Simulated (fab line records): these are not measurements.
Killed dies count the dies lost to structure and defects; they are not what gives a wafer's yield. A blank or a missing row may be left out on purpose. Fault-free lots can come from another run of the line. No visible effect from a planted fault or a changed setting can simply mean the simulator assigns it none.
Matching of chambers / flow nandHarc / 4 sister chambers for NHARC_A_BONDPAD_CMP_19 on cmp-04
The step polishes, t overpolish 30 s, cu recess touch 16 s, target thk 169.82 nm. 8 wafers are shown with their chamber, then 7 later ones without.

WAFERS, EACH WITH ITS CHAMBER
wafer=L106.4; chamber=1; motorCurrentA (A)=12.2; overpolishRunS (s)=30.019
wafer=L109.1; chamber=0; motorCurrentA (A)=11.8; overpolishRunS (s)=30.001
wafer=L109.4; chamber=2; motorCurrentA (A)=11.9; overpolishRunS (s)=30.010
wafer=L110.2; chamber=2; motorCurrentA (A)=12.4; overpolishRunS (s)=30.002
wafer=L110.3; chamber=0; motorCurrentA (A)=11.9; overpolishRunS (s)=29.995
wafer=L110.4; chamber=3; motorCurrentA (A)=11.5; overpolishRunS (s)=30.007
wafer=L115.1; chamber=3; motorCurrentA (A)=12.2; overpolishRunS (s)=29.999
wafer=L115.4; chamber=1; motorCurrentA (A)=12.4; overpolishRunS (s)=29.993

WAFERS WHOSE CHAMBER IS MISSING
wafer=L115.5; motorCurrentA (A)=11.6; overpolishRunS (s)=29.992
wafer=L116.1; motorCurrentA (A)=11.8; overpolishRunS (s)=30.009
wafer=L116.2; motorCurrentA (A)=12.0; overpolishRunS (s)=29.997
wafer=L116.3; motorCurrentA (A)=11.3; overpolishRunS (s)=30.007
wafer=L117.1; motorCurrentA (A)=11.8; overpolishRunS (s)=29.979
wafer=L117.5; motorCurrentA (A)=11.3; overpolishRunS (s)=29.993
wafer=L117.6; motorCurrentA (A)=12.3; overpolishRunS (s)=30.010

CHAMBER TAKEN BY EACH
wafer=L115.5; from the rows above=can't be placed: 0 or 3 or 2 or 1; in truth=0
wafer=L116.1; from the rows above=can't be placed: 3 or 0 or 2 or 1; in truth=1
wafer=L116.2; from the rows above=can't be placed: 0 or 3 or 2 or 1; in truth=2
wafer=L116.3; from the rows above=can't be placed: 3 or 0 or 2 or 1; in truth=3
wafer=L117.1; from the rows above=can't be placed: 0 or 3 or 2 or 1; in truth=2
wafer=L117.5; from the rows above=can't be placed: 0 or 3 or 2 or 1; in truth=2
wafer=L117.6; from the rows above=can't be placed: 1 or 2 or 3 or 0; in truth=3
Correct placement for 0 of the 7. From these rows, 7 cannot be placed; in 7 the true chamber is one of the candidates. Wrongly placed: 0.
How it was worked out, from the rows above alone: a wafer's distance from a chamber is the root of the sum, over the readings, of the square of ((its reading less the chamber's mean) divided by the reading's scatter). The wafer belongs to the nearest chamber; if the next one is less than 2 further off, it can't be placed. The mean given for a chamber averages the wafers shown for that chamber. The scatter: the root of (the sum of the squares of (reading less its chamber's mean) over the shown wafers, divided by (wafers less chambers)).
